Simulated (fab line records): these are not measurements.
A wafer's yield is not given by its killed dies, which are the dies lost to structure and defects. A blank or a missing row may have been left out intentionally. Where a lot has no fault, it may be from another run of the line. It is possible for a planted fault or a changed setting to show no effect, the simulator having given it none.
Chamber matching    flow n5Finfet    uvCure-01 running N5_BEOL_M9_CURE_72: 3 sister chambers
The step cures SiCOH lowk, time 120 s. 6 wafers are shown with their chamber, then 7 later ones without.

## WAFERS, EACH WITH ITS CHAMBER
wafer   chamber  wafer_temp_C_max  lampPowerPct (%)
L079.1  0        372.7             52.32
L079.3  0        372.8             52.27
L088.3  1        371.5             52.31
L088.4  1        371.4             52.31
L094.1  2        370.8             52.37
L094.5  2        371.2             52.25

## WAFERS MISSING THEIR CHAMBER
wafer   wafer_temp_C_max  lampPowerPct (%)
L094.6  370.3             52.33
L092.1  370.8             52.27
L092.2  370.8             52.25
L092.3  370.8             52.37
L097.3  371.5             52.26
L097.5  371.5             52.33
L097.6  371.2             52.32

## WHICH CHAMBER EACH WENT THROUGH
wafer    from the rows above       in truth
L094.6   2                         2
L092.1   2                         2
L092.2   2                         2
L092.3   2                         2
L097.3   1                         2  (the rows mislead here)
L097.5   1                         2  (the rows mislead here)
L097.6   can't be placed: 2 or 1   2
Correct placement for 4 of the 7. Cannot be placed on the basis of these rows: 1; the candidates contain the true chamber in 1. Wrongly placed: 2.
How it was worked out, from the rows above alone: a wafer's distance from a chamber is the root of the sum, over the readings, of the square of ((its reading less the chamber's mean) divided by the reading's scatter). If the next closest chamber is less than 2 further off than the closest, the wafer can't be placed; otherwise it belongs to the closest. For every chamber, the mean is computed from those of its wafers that are shown. The scatter is the square root of a quotient: the sum, over the shown wafers, of each reading's squared deviation from its chamber's mean, divided by wafers minus chambers.
